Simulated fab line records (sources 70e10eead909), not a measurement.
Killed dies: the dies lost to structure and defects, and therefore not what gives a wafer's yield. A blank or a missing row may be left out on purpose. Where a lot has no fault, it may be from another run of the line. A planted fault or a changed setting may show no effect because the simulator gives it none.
Matching of chambers || flow nand_harc || NHARC_A_CHANNEL_HOLE_D1_ETCH_38 on rie_diel-07: 4 sister chambers
The step etches the open film in CF4, target depth 39 nm, time 65 s. 4 wafers are shown with their chamber, then 7 later ones without.

WAFERS WITH THEIR CHAMBER
{"wafer": "L518.2", "chamber": 1, "drypump_motor_current_A (A)": 5.3}
{"wafer": "L518.3", "chamber": 0, "drypump_motor_current_A (A)": 5.0}
{"wafer": "L519.1", "chamber": 3, "drypump_motor_current_A (A)": 5.8}
{"wafer": "L519.3", "chamber": 2, "drypump_motor_current_A (A)": 5.8}

WAFERS WITH NO CHAMBER GIVEN
{"wafer": "L519.4", "drypump_motor_current_A (A)": 5.3}
{"wafer": "L520.3", "drypump_motor_current_A (A)": 5.8}
{"wafer": "L520.5", "drypump_motor_current_A (A)": 5.1}
{"wafer": "L520.6", "drypump_motor_current_A (A)": 5.3}
{"wafer": "L521.1", "drypump_motor_current_A (A)": 5.0}
{"wafer": "L521.3", "drypump_motor_current_A (A)": 5.3}
{"wafer": "L521.5", "drypump_motor_current_A (A)": 5.3}

THE CHAMBER EACH PASSED THROUGH
{"wafer": "L519.4", "from the rows above": 1, "in truth": 1}
{"wafer": "L520.3", "from the rows above": "can't be placed: 2 or 3", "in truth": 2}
{"wafer": "L520.5", "from the rows above": 0, "in truth": 0}
{"wafer": "L520.6", "from the rows above": 1, "in truth": 1}
{"wafer": "L521.1", "from the rows above": 0, "in truth": 0}
{"wafer": "L521.3", "from the rows above": 1, "in truth": 1}
{"wafer": "L521.5", "from the rows above": 1, "in truth": 1}
Correct placement for 6 of the 7. These rows do not allow placing 1 (true chamber among the candidates in 1). Placed wrongly: 0.
How it was worked out, from the rows above alone: a wafer's distance from a chamber is the root of the sum, over the readings, of the square of ((its reading less the chamber's mean) divided by the reading's scatter). If the next closest chamber is less than 2 further off than the closest, the wafer can't be placed; otherwise it belongs to the closest. For every chamber, the mean is computed from those of its wafers that are shown. The scatter: root of mean squared gap, hidden wafer to nearest shown wafer, with one shown wafer a chamber.
